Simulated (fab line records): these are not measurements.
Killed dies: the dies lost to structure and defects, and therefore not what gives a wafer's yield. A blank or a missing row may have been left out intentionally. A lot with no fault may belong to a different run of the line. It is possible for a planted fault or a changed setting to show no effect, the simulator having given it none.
fab line records :: flow nand_harc
record:
  lots: 4
  wafers: 12
  last_day: 28
route steps=1302 shown A_CHANNEL_HOLE_D1@465 END@1302
lots with no fault: from the same line, run without faults
start_h: start of the lot's first displayed wafer, in hours after the record's first day :: wait_h: hours from the lot's prior step to this one :: " repeats the value in the row above :: L1.1+2: a row that stands for several wafers :: - no value present, or no start provided :: * or withheld: withheld :: < > ~ a bound
route shown NAME@n: names a module that has steps shown in the file, with the first one's number in the route :: usual: average and standard deviation across the fault-free wafers :: same: alike in all rows :: chamber/n: place in a boat :: sites: per-site readings :: _std_site: standard deviation across them :: _edge_site: the outer-site mean with the inner-site mean subtracted :: radius_mm: for every site, how far away it sits from the centre of the wafer :: mask NAME#n: copy n :: behind: the tool/chamber that last shaped the wafer :: hold: what put the lot on hold/how long, in hours/how the hold closed :: device: the n, p or np transistor that did not switch :: end of line: the same wafers' tests at the end of the route :: a step with no rows: only its recipe :: killed: dies lost to structure and defects at the first sort, not the wafer's yield :: map: a wafer's dies, x killed, . not, _ none there
set.NAME: the setting as run; set.NAME@STEP: as run at that earlier step :: model.NAME: the simulator's own value behind a step, which no gauge read
lots at some steps of the route; a table a step, a row a wafer
services: from which hour (start_h, from the record's first day; less than 0 if before it) a tool's chamber was out of use, for how many hours, and why
== steps ==
step: NHARC_A_CHANNEL_HOLE_D1_DESCUM_15
recipe:
  time_s: 3
  o2_flow_sccm: 200
  ar_flow_sccm: 0
  bias_power_w: 0
  chemistry: O2
step: NHARC_A_CHANNEL_HOLE_D1_ETCH_38
recipe:
  target_depth_a: 390
  over_etch_frac: 0.3
  time_s: 65
  ion_energy_ev: 80
  cf4_flow_sccm: 150
  ar_flow_sccm: 0
  rf_w: 300
  bias_w: 100
  chemistry: CF4
step: NHARC_A_CHANNEL_HOLE_D1_ETCH_39
recipe:
  target_depth_a: 2600
  over_etch_frac: 0.3
  time_s: 325
  ion_energy_ev: 200
  n2_flow_sccm: 150
  h2_flow_sccm: 150
  ar_flow_sccm: 0
  rf_w: 400
  bias_w: 150
  chemistry: N2/H2
step: NHARC_A_CHANNEL_HOLE_D1_ETCH_34
recipe:
  target_depth_a: 1540
  time_s: 77
  cf4_flow_sccm: 100
  chf3_flow_sccm: 30
  ar_flow_sccm: 0
  rf_w: 500
  bias_w: 200
  chemistry: CF4/CHF3
step: NHARC_A_CHANNEL_HOLE_D1_ETCH_16
recipe:
  target_depth_a: 31000
  over_etch_frac: 0.3
  time_s: 806
  ion_energy_ev: 150
  o2_flow_sccm: 400
  cos_flow_sccm: 20
  ar_flow_sccm: 0
  rf_w: 500
  bias_w: 300
  chemistry: O2/COS
step: NHARC_A_CHANNEL_HOLE_D1_ETCH_19
recipe:
  bias_v: 1200
  source_w: 2500
  pressure_mtorr: 15
  time_s: 34.5
  ar_flow_sccm: 375
  c4f8_flow_sccm: 28.8
  o2_flow_sccm: 96.2
  temp_c: -20
  target_depth_a: *
  chemistry: C4F8/O2/Ar
step: NHARC_A_CHANNEL_HOLE_D1_ETCH_20
recipe:
  bias_v: 3000
  source_w: withheld
  pressure_mtorr: 20
  time_s: 361.9
  ar_flow_sccm: 375
  c4f8_flow_sccm: 89.3
  o2_flow_sccm: 35.7
  temp_c: -20
  target_depth_a: 16000
  chemistry: C4F8/O2/Ar
step: NHARC_A_CHANNEL_HOLE_D1_ETCH_21
recipe:
  bias_v: 3000
  source_w: withheld
  pressure_mtorr: 20
  time_s: 514.3
  ar_flow_sccm: 375
  c4f8_flow_sccm: 89.3
  o2_flow_sccm: 35.7
  temp_c: -20
  target_depth_a: 16000
  chemistry: C4F8/O2/Ar
step: NHARC_A_CHANNEL_HOLE_D1_ETCH_22
recipe:
  bias_v: 3000
  source_w: withheld
  pressure_mtorr: 20
  time_s: 666.7
  ar_flow_sccm: 375
  c4f8_flow_sccm: 89.3
  o2_flow_sccm: 35.7
  temp_c: -20
  target_depth_a: 16000
  chemistry: C4F8/O2/Ar
step: NHARC_A_CHANNEL_HOLE_D1_ETCH_23
recipe:
  bias_v: 5000
  source_w: withheld
  pressure_mtorr: 20
  time_s: 819
  ar_flow_sccm: 375
  c4f8_flow_sccm: 89.3
  o2_flow_sccm: 35.7
  temp_c: -20
  target_depth_a: 16000
  chemistry: C4F8/O2/Ar
usual:
  c4f8_flow_sccm: 89.30/0.27
  chamber_pressure_mTorr: 19.998/0.016
  drypump_motor_current_A: 6.08/0.28
  oes_air_line_au: 0.997/0.021
  showerhead_plenum_p_Torr: 3.63/0.15
  throttle_valve_pct: 32.155/0.01
  time_s: 819/0
lot.wafer: L307.2
tool: har_etch-02
chamber: 1
start_h: 219.99
wait_h: 0.5
c4f8_flow_sccm: 89.34
chamber_pressure_mTorr: 20.020
drypump_motor_current_A: 5.73
oes_air_line_au: 1.002
rf_hours_counter_h: 315
showerhead_plenum_p_Torr: 3.51
throttle_valve_pct: 32.150
time_s: 819

lot.wafer: L307.3
tool: har_etch-02
chamber: 0
start_h: 219.99
wait_h: 0.5
c4f8_flow_sccm: 89.63
chamber_pressure_mTorr: 19.950
drypump_motor_current_A: 6.53
oes_air_line_au: 1.021
rf_hours_counter_h: -
showerhead_plenum_p_Torr: 3.39
throttle_valve_pct: 32.136
time_s: 819

lot.wafer: L307.6
tool: har_etch-02
chamber: 0
start_h: 219.99
wait_h: 0.5
c4f8_flow_sccm: 89.76
chamber_pressure_mTorr: 19.999
drypump_motor_current_A: 6.53
oes_air_line_au: 0.991
rf_hours_counter_h: -
showerhead_plenum_p_Torr: 3.39
throttle_valve_pct: 32.162
time_s: 819

lot.wafer: L309.2
tool: har_etch-01
chamber: 0
start_h: 238.98
wait_h: 0.5
c4f8_flow_sccm: -
chamber_pressure_mTorr: -
drypump_motor_current_A: -
oes_air_line_au: -
rf_hours_counter_h: -
showerhead_plenum_p_Torr: -
throttle_valve_pct: -
time_s: -

lot.wafer: L309.1
tool: har_etch-01
chamber: 1
start_h: 238.98
wait_h: 0.5
c4f8_flow_sccm: -
chamber_pressure_mTorr: -
drypump_motor_current_A: -
oes_air_line_au: -
rf_hours_counter_h: -
showerhead_plenum_p_Torr: -
throttle_valve_pct: -
time_s: -

lot.wafer: L309.6
tool: har_etch-01
chamber: 0
start_h: 238.98
wait_h: 0.5
c4f8_flow_sccm: -
chamber_pressure_mTorr: -
drypump_motor_current_A: -
oes_air_line_au: -
rf_hours_counter_h: -
showerhead_plenum_p_Torr: -
throttle_valve_pct: -
time_s: -

lot.wafer: L308.2
tool: har_etch-02
chamber: 1
start_h: 241.88
wait_h: 1.0
c4f8_flow_sccm: -
chamber_pressure_mTorr: -
drypump_motor_current_A: -
oes_air_line_au: -
rf_hours_counter_h: -
showerhead_plenum_p_Torr: -
throttle_valve_pct: -
time_s: -

lot.wafer: L308.3
tool: har_etch-02
chamber: 1
start_h: 241.88
wait_h: 1.0
c4f8_flow_sccm: -
chamber_pressure_mTorr: -
drypump_motor_current_A: -
oes_air_line_au: -
rf_hours_counter_h: -
showerhead_plenum_p_Torr: -
throttle_valve_pct: -
time_s: -

lot.wafer: L308.5
tool: har_etch-02
chamber: 1
start_h: 241.88
wait_h: 1.0
c4f8_flow_sccm: -
chamber_pressure_mTorr: -
drypump_motor_current_A: -
oes_air_line_au: -
rf_hours_counter_h: -
showerhead_plenum_p_Torr: -
throttle_valve_pct: -
time_s: -

lot.wafer: L314.2
tool: har_etch-02
chamber: 0
start_h: 292.85
wait_h: 0.5
c4f8_flow_sccm: 90.11
chamber_pressure_mTorr: 19.993
drypump_motor_current_A: 6.57
oes_air_line_au: 0.996
rf_hours_counter_h: 349
showerhead_plenum_p_Torr: 3.91
throttle_valve_pct: 32.158
time_s: 819

lot.wafer: L314.1
tool: har_etch-02
chamber: 1
start_h: 292.85
wait_h: 0.5
c4f8_flow_sccm: 89.38
chamber_pressure_mTorr: 20.031
drypump_motor_current_A: 5.72
oes_air_line_au: 0.995
rf_hours_counter_h: 349
showerhead_plenum_p_Torr: 3.49
throttle_valve_pct: 32.174
time_s: 819

lot.wafer: L314.4
tool: har_etch-02
chamber: 0
start_h: 292.85
wait_h: 0.5
c4f8_flow_sccm: 89.60
chamber_pressure_mTorr: 20.002
drypump_motor_current_A: 6.56
oes_air_line_au: 0.994
rf_hours_counter_h: -
showerhead_plenum_p_Torr: 3.91
throttle_valve_pct: 32.171
time_s: 819
step: NHARC_A_CHANNEL_HOLE_D1_ETCH_24
recipe:
  bias_v: 5000
  source_w: withheld
  pressure_mtorr: 20
  time_s: 906.2
  ar_flow_sccm: 375
  c4f8_flow_sccm: 93.8
  o2_flow_sccm: 31.2
  temp_c: -20
  target_depth_a: 15000
  chemistry: C4F8/O2/Ar
step: NHARC_A_CHANNEL_HOLE_D1_ETCH_25
recipe:
  bias_v: 5000
  source_w: withheld
  pressure_mtorr: 20
  time_s: 1040.2
  ar_flow_sccm: 375
  c4f8_flow_sccm: 93.8
  o2_flow_sccm: 31.2
  temp_c: -20
  target_depth_a: 15000
  chemistry: C4F8/O2/Ar
step: NHARC_A_CHANNEL_HOLE_D1_ETCH_26
recipe:
  bias_v: 300
  source_w: 2000
  pressure_mtorr: 30
  time_s: 224.1
  ar_flow_sccm: 375
  c4f8_flow_sccm: 11.4
  o2_flow_sccm: 113.6
  temp_c: -20
  target_depth_a: 3000
  chemistry: C4F8/O2/Ar
step: NHARC_A_CHANNEL_HOLE_D1_ETCH_33
recipe:
  bias_v: 400
  source_w: 2000
  pressure_mtorr: 25
  time_s: 90
  ar_flow_sccm: 375
  c4f8_flow_sccm: 41.7
  o2_flow_sccm: 83.3
  temp_c: -20
  target_depth_a: 4000
  chemistry: C4F8/O2/Ar
step: NHARC_A_CHANNEL_HOLE_D1_STRIP_41
recipe:
  n2_flow_sccm: 150
  h2_flow_sccm: 150
  ar_flow_sccm: 0
  bias_w: 0
  chemistry: N2/H2
step: NHARC_A_CHANNEL_HOLE_D1_STRIP_42
recipe:
  cf4_flow_sccm: 100
  chf3_flow_sccm: 30
  ar_flow_sccm: 0
  bias_w: 0
  chemistry: CF4/CHF3
step: NHARC_A_CHANNEL_HOLE_D1_STRIP_43
recipe:
  o2_flow_sccm: 400
  cos_flow_sccm: 20
  ar_flow_sccm: 0
  bias_w: 0
  chemistry: O2/COS
step: NHARC_A_CHANNEL_HOLE_D1_ETCH_44
recipe:
  target_depth_a: 1400
  overetch_a: 140
  time_s: 77
  ion_energy_ev: 100
  cf4_flow_sccm: 80
  o2_flow_sccm: 20
  ar_flow_sccm: 0
  rf_w: 300
  bias_w: 100
  chemistry: CF4/O2
usual:
  bias_w: 99.93/0.28
  cf4_flow_sccm: 80.03/0.23
  drypump_motor_current_A: 5.59/0.28
  oes_product_au: 1.000/0.0076
  rf_vpp_V: 198.2/1.6
  showerhead_plenum_p_Torr: 1.35/0.063
  throttle_valve_pct: 13.399/0.0088
same:
  time_s: 77
lot.wafer: L307.2
tool: rie_diel-01
chamber: 0
start_h: 223.27
wait_h: 0.1
bias_w: 99.77
cf4_flow_sccm: 79.87
drypump_motor_current_A: 5.60
oes_product_au: 1.000
rf_hours_counter_h: 1
rf_vpp_V: 199.6
showerhead_plenum_p_Torr: 1.43
throttle_valve_pct: 13.396
model.A_CHANNEL_HOLE_D1.cd_nm: 90.48

lot.wafer: L307.3
tool: rie_diel-01
chamber: 3
start_h: 223.27
wait_h: 0.1
bias_w: 100.10
cf4_flow_sccm: 80.09
drypump_motor_current_A: 5.31
oes_product_au: 0.989
rf_hours_counter_h: 1
rf_vpp_V: 195.1
showerhead_plenum_p_Torr: 1.25
throttle_valve_pct: 13.386
model.A_CHANNEL_HOLE_D1.cd_nm: 91.99

lot.wafer: L307.6
tool: rie_diel-01
chamber: 1
start_h: 223.27
wait_h: 0.1
bias_w: 99.47
cf4_flow_sccm: 80.35
drypump_motor_current_A: 5.35
oes_product_au: 1.006
rf_hours_counter_h: -
rf_vpp_V: 198.1
showerhead_plenum_p_Torr: 1.34
throttle_valve_pct: 13.407
model.A_CHANNEL_HOLE_D1.cd_nm: 91.01

lot.wafer: L309.1
tool: rie_diel-01
chamber: 1
start_h: 242.29
wait_h: 0.1
bias_w: 99.54
cf4_flow_sccm: 80.27
drypump_motor_current_A: 5.37
oes_product_au: 0.990
rf_hours_counter_h: 2
rf_vpp_V: 199.5
showerhead_plenum_p_Torr: 1.34
throttle_valve_pct: 13.401
model.A_CHANNEL_HOLE_D1.cd_nm: 102.6

lot.wafer: L309.2
tool: rie_diel-01
chamber: 3
start_h: 242.29
wait_h: 0.1
bias_w: 100.12
cf4_flow_sccm: 80.25
drypump_motor_current_A: 5.29
oes_product_au: 0.996
rf_hours_counter_h: 2
rf_vpp_V: 196.4
showerhead_plenum_p_Torr: 1.25
throttle_valve_pct: 13.411
model.A_CHANNEL_HOLE_D1.cd_nm: 2.06

lot.wafer: L309.6
tool: rie_diel-01
chamber: 2
start_h: 242.29
wait_h: 0.1
bias_w: 100.55
cf4_flow_sccm: 79.81
drypump_motor_current_A: 5.64
oes_product_au: 0.992
rf_hours_counter_h: -
rf_vpp_V: 199.3
showerhead_plenum_p_Torr: 1.38
throttle_valve_pct: 13.388
model.A_CHANNEL_HOLE_D1.cd_nm: 101.7

lot.wafer: L308.2
tool: rie_diel-01
chamber: 0
start_h: 247.65
wait_h: 0.1
bias_w: 100.09
cf4_flow_sccm: 80.11
drypump_motor_current_A: 5.64
oes_product_au: 1.007
rf_hours_counter_h: 3
rf_vpp_V: 199.0
showerhead_plenum_p_Torr: 1.43
throttle_valve_pct: 13.398
model.A_CHANNEL_HOLE_D1.cd_nm: 101

lot.wafer: L308.3
tool: rie_diel-01
chamber: 2
start_h: 247.65
wait_h: 0.1
bias_w: 99.56
cf4_flow_sccm: 80.31
drypump_motor_current_A: 5.70
oes_product_au: 1.006
rf_hours_counter_h: 2
rf_vpp_V: 199.6
showerhead_plenum_p_Torr: 1.38
throttle_valve_pct: 13.397
model.A_CHANNEL_HOLE_D1.cd_nm: 99.85

lot.wafer: L308.5
tool: rie_diel-01
chamber: 1
start_h: 247.65
wait_h: 0.1
bias_w: 99.76
cf4_flow_sccm: 80.50
drypump_motor_current_A: 5.36
oes_product_au: 1.006
rf_hours_counter_h: -
rf_vpp_V: 197.8
showerhead_plenum_p_Torr: 1.34
throttle_valve_pct: 13.387
model.A_CHANNEL_HOLE_D1.cd_nm: 100.7

lot.wafer: L314.4
tool: rie_diel-01
chamber: 2
start_h: 296.13
wait_h: 0.1
bias_w: 99.97
cf4_flow_sccm: 80.27
drypump_motor_current_A: 5.68
oes_product_au: 1.013
rf_hours_counter_h: 6
rf_vpp_V: 200.0
showerhead_plenum_p_Torr: 1.38
throttle_valve_pct: 13.414
model.A_CHANNEL_HOLE_D1.cd_nm: 89.29

lot.wafer: L314.2
tool: rie_diel-01
chamber: 3
start_h: 296.13
wait_h: 0.1
bias_w: 100.21
cf4_flow_sccm: 80.08
drypump_motor_current_A: 5.29
oes_product_au: 1.011
rf_hours_counter_h: 6
rf_vpp_V: 195.2
showerhead_plenum_p_Torr: 1.25
throttle_valve_pct: 13.407
model.A_CHANNEL_HOLE_D1.cd_nm: 90.63

lot.wafer: L314.1
tool: rie_diel-01
chamber: 1
start_h: 296.13
wait_h: 0.1
bias_w: 100.01
cf4_flow_sccm: 80.31
drypump_motor_current_A: 5.35
oes_product_au: 1.010
rf_hours_counter_h: 7
rf_vpp_V: 198.2
showerhead_plenum_p_Torr: 1.34
throttle_valve_pct: 13.414
model.A_CHANNEL_HOLE_D1.cd_nm: 89.81
step: NHARC_A_CHANNEL_HOLE_D1_STRIP_27
recipe:
  o2_flow_sccm: 500
  ar_flow_sccm: 0
  bias_w: 0
  chemistry: O2
step: NHARC_A_CHANNEL_HOLE_D1_PRECLEAN_28
recipe:
  time_s: *
  temp_c: 50
  bath_age_min: 0
  chemistry: SC1
step: NHARC_A_CHANNEL_HOLE_D1_SRD_29
step: NHARC_A_CHANNEL_HOLE_D1_CD_MEAS_30
usual:
  cd_nm: 89.7/1
lot.wafer: L307.2
tool: cd_sem-03
chamber: -
start_h: 224.07
wait_h: -
cd_nm: 90.7

lot.wafer: L307.3
tool: cd_sem-03
chamber: -
start_h: 224.07
wait_h: -
cd_nm: 92.4

lot.wafer: L307.6
tool: cd_sem-03
chamber: -
start_h: 224.07
wait_h: -
cd_nm: 91.3

lot.wafer: L309.1
tool: cd_sem-01
chamber: -
start_h: 243.10
wait_h: -
cd_nm: 0.8

lot.wafer: L309.2
tool: cd_sem-01
chamber: -
start_h: 243.10
wait_h: -
cd_nm: 2.4

lot.wafer: L309.6
tool: cd_sem-01
chamber: -
start_h: 243.10
wait_h: -
cd_nm: 0.0

lot.wafer: L308.2
tool: cd_sem-03
chamber: -
start_h: 248.45
wait_h: -
cd_nm: 0.3

lot.wafer: L308.3
tool: cd_sem-03
chamber: -
start_h: 248.45
wait_h: -
cd_nm: 0.1

lot.wafer: L308.5
tool: cd_sem-03
chamber: -
start_h: 248.45
wait_h: -
cd_nm: 0.0

lot.wafer: L314.1
tool: cd_sem-03
chamber: -
start_h: 296.96
wait_h: 0.1
cd_nm: 89.8

lot.wafer: L314.2
tool: cd_sem-03
chamber: -
start_h: 296.96
wait_h: 0.1
cd_nm: 91.3

lot.wafer: L314.4
tool: cd_sem-03
chamber: -
start_h: 296.96
wait_h: 0.1
cd_nm: 89.5
step: NHARC_A_CHANNEL_HOLE_D1_XSEM_31
recipe:
  landing_energy_ev: 35000
usual:
  bot_cd_nm: 74.3/1.2
  bow_nm: 8.73/0.21
  tilt_deg: 0.07/0.047
lot.wafer: L307.2
tool: xsem-01
chamber: 0
start_h: 224.16
wait_h: 0.1
bot_cd_nm: 75.6
bow_nm: 8.91
tilt_deg: 0.03

lot.wafer: L307.3
tool: xsem-01
chamber: 0
start_h: 224.16
wait_h: 0.1
bot_cd_nm: 76.9
bow_nm: 8.92
tilt_deg: 0.02

lot.wafer: L307.6
tool: xsem-01
chamber: 0
start_h: 224.16
wait_h: 0.1
bot_cd_nm: 76.3
bow_nm: 8.98
tilt_deg: 0.02

lot.wafer: L309.1
tool: xsem-02
chamber: 0
start_h: 243.19
wait_h: 0.1
bot_cd_nm: 0.4
bow_nm: 0.59
tilt_deg: 0.09

lot.wafer: L309.2
tool: xsem-02
chamber: 0
start_h: 243.19
wait_h: 0.1
bot_cd_nm: 2.1
bow_nm: 0.59
tilt_deg: 0.08

lot.wafer: L309.6
tool: xsem-02
chamber: 0
start_h: 243.19
wait_h: 0.1
bot_cd_nm: 0.0
bow_nm: 0.59
tilt_deg: 0.08

lot.wafer: L308.2
tool: xsem-01
chamber: 0
start_h: 248.54
wait_h: 0.1
bot_cd_nm: 0.3
bow_nm: 0.52
tilt_deg: -0.01

lot.wafer: L308.3
tool: xsem-01
chamber: 0
start_h: 248.54
wait_h: 0.1
bot_cd_nm: 0.1
bow_nm: 0.53
tilt_deg: -0.01

lot.wafer: L308.5
tool: xsem-01
chamber: 0
start_h: 248.54
wait_h: 0.1
bot_cd_nm: 0.3
bow_nm: 0.52
tilt_deg: -0.01

lot.wafer: L314.1
tool: xsem-02
chamber: 0
start_h: 297.05
wait_h: 0.1
bot_cd_nm: 74.4
bow_nm: 8.58
tilt_deg: 0.15

lot.wafer: L314.2
tool: xsem-02
chamber: 0
start_h: 297.05
wait_h: 0.1
bot_cd_nm: 74.7
bow_nm: 8.69
tilt_deg: 0.15

lot.wafer: L314.4
tool: xsem-02
chamber: 0
start_h: 297.05
wait_h: 0.1
bot_cd_nm: 74.0
bow_nm: 8.65
tilt_deg: 0.15
step: NHARC_END_SORT_01
recipe:
  temp_c: 25
usual:
  killed_at_array: 56/21
  killed_at_other: 1.2/1.6
  killed_at_periphery: 3.7/2.5
  killed_dies: 61/21
  killed_open: 3.1/1.8
  killed_short: 2.8/1.7
same:
  gross_dies: 677
lot.wafer: L309.1
tool: prober-02
chamber: 0
start_h: 600.77
wait_h: 2.5
killed_at_array: 675
killed_at_other: 0
killed_at_periphery: 2
killed_dies: 677
killed_open: 3
killed_short: 5

lot.wafer: L309.2
tool: prober-02
chamber: 0
start_h: 601.54
wait_h: 2.7
killed_at_array: 675
killed_at_other: 0
killed_at_periphery: 2
killed_dies: 677
killed_open: 6
killed_short: 2

lot.wafer: L309.6
tool: prober-02
chamber: 0
start_h: 604.62
wait_h: 3.9
killed_at_array: 673
killed_at_other: 2
killed_at_periphery: 2
killed_dies: 677
killed_open: 7
killed_short: 10

lot.wafer: L308.2
tool: prober-01
chamber: 0
start_h: 621.08
wait_h: 2.8
killed_at_array: 674
killed_at_other: 0
killed_at_periphery: 3
killed_dies: 677
killed_open: 2
killed_short: 0

lot.wafer: L308.3
tool: prober-01
chamber: 0
start_h: 621.89
wait_h: 3.1
killed_at_array: 673
killed_at_other: 0
killed_at_periphery: 4
killed_dies: 677
killed_open: 3
killed_short: 2

lot.wafer: L308.5
tool: prober-01
chamber: 0
start_h: 623.51
wait_h: 3.7
killed_at_array: 670
killed_at_other: 0
killed_at_periphery: 7
killed_dies: 677
killed_open: 4
killed_short: 5
killed by level:class
L309.1 A_CHANNEL_HOLE_D1:area_etch=606 A_CHANNEL_HOLE_D2:chamber_film_flake=30 A_SLIT:chamber_film_flake=21 A_SOURCE_PLATE:geometric_particle:short=2 A_CHANNEL_HOLE_D1:geometric_particle:short=2 A_CHANNEL_HOLE_D1:chamber_film_flake=2 A_CHANNEL_FILL_D2:chamber_film_flake=2 A_STAIRCASE:chamber_film_flake=2
L309.2 A_CHANNEL_HOLE_D1:area_etch=612 A_SLIT:chamber_film_flake=28 A_CHANNEL_HOLE_D2:chamber_film_flake=23 A_CHANNEL_HOLE_D1:geometric_particle:open=3 A_CHANNEL_HOLE_D1:chamber_film_flake=2 A_STAIRCASE:chamber_film_flake=2 P_CONTACT:geometric_particle:open=1 A_ONON_D1:geometric_particle:open=1
L309.6 A_CHANNEL_HOLE_D1:area_etch=591 A_CHANNEL_HOLE_D2:chamber_film_flake=36 A_SLIT:chamber_film_flake=22 A_CHANNEL_HOLE_D1:geometric_particle:short=8 A_CHANNEL_HOLE_D1:geometric_particle:open=4 A_CONTACT:chamber_film_flake=3 A_STAIRCASE:chamber_film_flake=2 A_M0:chamber_film_flake=2
L308.2 A_CHANNEL_HOLE_D1:area_etch=627 A_CHANNEL_HOLE_D1:chamber_film_flake=21 A_SLIT:chamber_film_flake=15 A_CHANNEL_HOLE_D2:chamber_film_flake=6 P_M2:chamber_film_flake=2 A_CHANNEL_FILL_D1:geometric_particle:open=1 A_BLC:geometric_particle:open=1 P_STI:chamber_film_flake=1
L308.3 A_CHANNEL_HOLE_D1:area_etch=601 A_CHANNEL_HOLE_D1:chamber_film_flake=35 A_SLIT:chamber_film_flake=23 A_CHANNEL_HOLE_D2:chamber_film_flake=9 P_GATE:geometric_particle:open=1 P_M1:geometric_particle:open=1 P_M1:geometric_particle:short=1 A_ONON_D1:geometric_particle:short=1
L308.5 A_CHANNEL_HOLE_D1:area_etch=589 A_CHANNEL_HOLE_D1:chamber_film_flake=31 A_SLIT:chamber_film_flake=29 A_CHANNEL_HOLE_D2:chamber_film_flake=7 P_ZERO_WELL:chamber_film_flake=3 A_M0:geometric_particle:open=2 P_M2:chamber_film_flake=2 A_DECK1_JOINT:chamber_film_flake=2
map L308.2 (x killed, . not)
____________x____________
_________xxxxxxx_________
_______xxxxxxxxxxx_______
______xxxxxxxxxxxxx______
_____xxxxxxxxxxxxxxx_____
____xxxxxxxxxxxxxxxxx____
____xxxxxxxxxxxxxxxxx____
___xxxxxxxxxxxxxxxxxxx___
___xxxxxxxxxxxxxxxxxxx___
__xxxxxxxxxxxxxxxxxxxxx__
__xxxxxxxxxxxxxxxxxxxxx__
_xxxxxxxxxxxxxxxxxxxxxxx_
_xxxxxxxxxxxxxxxxxxxxxxx_
_xxxxxxxxxxxxxxxxxxxxxxx_
_xxxxxxxxxxxxxxxxxxxxxxx_
_xxxxxxxxxxxxxxxxxxxxxxx_
xxxxxxxxxxxxxxxxxxxxxxxxx
xxxxxxxxxxxxxxxxxxxxxxxxx
xxxxxxxxxxxxxxxxxxxxxxxxx
xxxxxxxxxxxxxxxxxxxxxxxxx
xxxxxxxxxxxxxxxxxxxxxxxxx
_xxxxxxxxxxxxxxxxxxxxxxx_
_xxxxxxxxxxxxxxxxxxxxxxx_
_xxxxxxxxxxxxxxxxxxxxxxx_
_xxxxxxxxxxxxxxxxxxxxxxx_
_xxxxxxxxxxxxxxxxxxxxxxx_
__xxxxxxxxxxxxxxxxxxxxx__
__xxxxxxxxxxxxxxxxxxxxx__
___xxxxxxxxxxxxxxxxxxx___
___xxxxxxxxxxxxxxxxxxx___
____xxxxxxxxxxxxxxxxx____
____xxxxxxxxxxxxxxxxx____
_____xxxxxxxxxxxxxxx_____
______xxxxxxxxxxxxx______
_______xxxxxxxxxxx_______
_________xxxxxxx_________
____________x____________
map L309.1 (x killed, . not)
____________x____________
_________xxxxxxx_________
_______xxxxxxxxxxx_______
______xxxxxxxxxxxxx______
_____xxxxxxxxxxxxxxx_____
____xxxxxxxxxxxxxxxxx____
____xxxxxxxxxxxxxxxxx____
___xxxxxxxxxxxxxxxxxxx___
___xxxxxxxxxxxxxxxxxxx___
__xxxxxxxxxxxxxxxxxxxxx__
__xxxxxxxxxxxxxxxxxxxxx__
_xxxxxxxxxxxxxxxxxxxxxxx_
_xxxxxxxxxxxxxxxxxxxxxxx_
_xxxxxxxxxxxxxxxxxxxxxxx_
_xxxxxxxxxxxxxxxxxxxxxxx_
_xxxxxxxxxxxxxxxxxxxxxxx_
xxxxxxxxxxxxxxxxxxxxxxxxx
xxxxxxxxxxxxxxxxxxxxxxxxx
xxxxxxxxxxxxxxxxxxxxxxxxx
xxxxxxxxxxxxxxxxxxxxxxxxx
xxxxxxxxxxxxxxxxxxxxxxxxx
_xxxxxxxxxxxxxxxxxxxxxxx_
_xxxxxxxxxxxxxxxxxxxxxxx_
_xxxxxxxxxxxxxxxxxxxxxxx_
_xxxxxxxxxxxxxxxxxxxxxxx_
_xxxxxxxxxxxxxxxxxxxxxxx_
__xxxxxxxxxxxxxxxxxxxxx__
__xxxxxxxxxxxxxxxxxxxxx__
___xxxxxxxxxxxxxxxxxxx___
___xxxxxxxxxxxxxxxxxxx___
____xxxxxxxxxxxxxxxxx____
____xxxxxxxxxxxxxxxxx____
_____xxxxxxxxxxxxxxx_____
______xxxxxxxxxxxxx______
_______xxxxxxxxxxx_______
_________xxxxxxx_________
____________x____________
== services ==
tool: rie_diel-01
chamber: 3
start_h: 201.20
hours: 7.4
kind: repair

tool: rie_diel-01
chamber: -
start_h: 204.03
hours: 9.0
kind: pm

tool: rie_diel-01
chamber: 0
start_h: 204.03
hours: 9.0
kind: vent_cycle

tool: rie_diel-01
chamber: 1
start_h: 204.03
hours: 9.0
kind: vent_cycle

tool: rie_diel-01
chamber: 2
start_h: 204.03
hours: 9.0
kind: vent_cycle

tool: rie_diel-01
chamber: 0
start_h: 213.03
hours: -
kind: clean

tool: rie_diel-01
chamber: 1
start_h: 213.03
hours: -
kind: clean

tool: rie_diel-01
chamber: 2
start_h: 213.03
hours: -
kind: clean

tool: rie_diel-01
chamber: 3
start_h: 213.03
hours: -
kind: clean

tool: har_etch-02
chamber: 0
start_h: 222.71
hours: -
kind: consumable_replace:showerhead

tool: har_etch-02
chamber: 0
start_h: 222.71
hours: 17.0
kind: scheduled_down

tool: har_etch-02
chamber: 0
start_h: 222.71
hours: 17.0
kind: vent_cycle

tool: rie_diel-01
chamber: 0
start_h: 237.53
hours: -
kind: clean

tool: rie_diel-01
chamber: 1
start_h: 237.53
hours: -
kind: clean

tool: rie_diel-01
chamber: 2
start_h: 237.53
hours: -
kind: clean

tool: rie_diel-01
chamber: 3
start_h: 237.53
hours: -
kind: clean

tool: rie_diel-01
chamber: 0
start_h: 262.03
hours: -
kind: clean

tool: rie_diel-01
chamber: 1
start_h: 262.03
hours: -
kind: clean

tool: rie_diel-01
chamber: 2
start_h: 262.03
hours: -
kind: clean

tool: rie_diel-01
chamber: 3
start_h: 262.03
hours: -
kind: clean

tool: rie_diel-01
chamber: 0
start_h: 286.53
hours: -
kind: clean

tool: rie_diel-01
chamber: 1
start_h: 286.53
hours: -
kind: clean

tool: rie_diel-01
chamber: 2
start_h: 286.53
hours: -
kind: clean

tool: rie_diel-01
chamber: 3
start_h: 286.53
hours: -
kind: clean
== key ==
first_sign:
  step: NHARC_A_CHANNEL_HOLE_D1_ETCH_23
  reading: tool_record
  direction: missing
effect:
  step: NHARC_A_CHANNEL_HOLE_D1_CD_MEAS_30
  reading: cd_nm
  direction: down
  sigmas: 89
  usual: 89.7
  struck: 0.6
effect:
  step: NHARC_A_CHANNEL_HOLE_D1_XSEM_31
  reading: bot_cd_nm
  direction: down
  sigmas: 62
  usual: 74.3
  struck: 0.5
effect:
  step: NHARC_END_SORT_01
  reading: killed_at_array
  direction: up
  sigmas: 29
  usual: 56
  struck: 673
model_effect:
  step: NHARC_A_CHANNEL_HOLE_D1_ETCH_44
  value: A_CHANNEL_HOLE_D1.cd_nm
  without: 89.95
  struck: 84.65
more_kills_born_at:
  NHARC_A_CHANNEL_HOLE_D1_ETCH_23@har_etch-02: 1817
  NHARC_A_CHANNEL_HOLE_D1_ETCH_23@har_etch-01: 1809
met_at NHARC_A_CHANNEL_HOLE_D1_ETCH_23
struck_wafers L308.2,L308.3,L308.5,L309.1,L309.2,L309.6
later_rows_left_out L308.2,L308.3,L308.5,L309.1,L309.2,L309.6
tester_left_out L308,L309
onset_between 219.99 238.98
fault:
  kind: skipped_step_whole
  tool: har_etch-01,har_etch-02
  chamber: -
  onset_h: 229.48
  steps: NHARC_A_CHANNEL_HOLE_D1_ETCH_23
  scope: struck_lots_only
tester_left_out: of these lots the tester's yield and bins aren't shown, on N5 and GAA mostly nor the transistor test; their killed dies are dies lost to structure and defects alone, not to doping, threshold or leakage, so they don't give the yield
later_rows_left_out: the simulator's readings of these wafers behind a module that went badly wrong aren't trusted and aren't shown, but for the sort
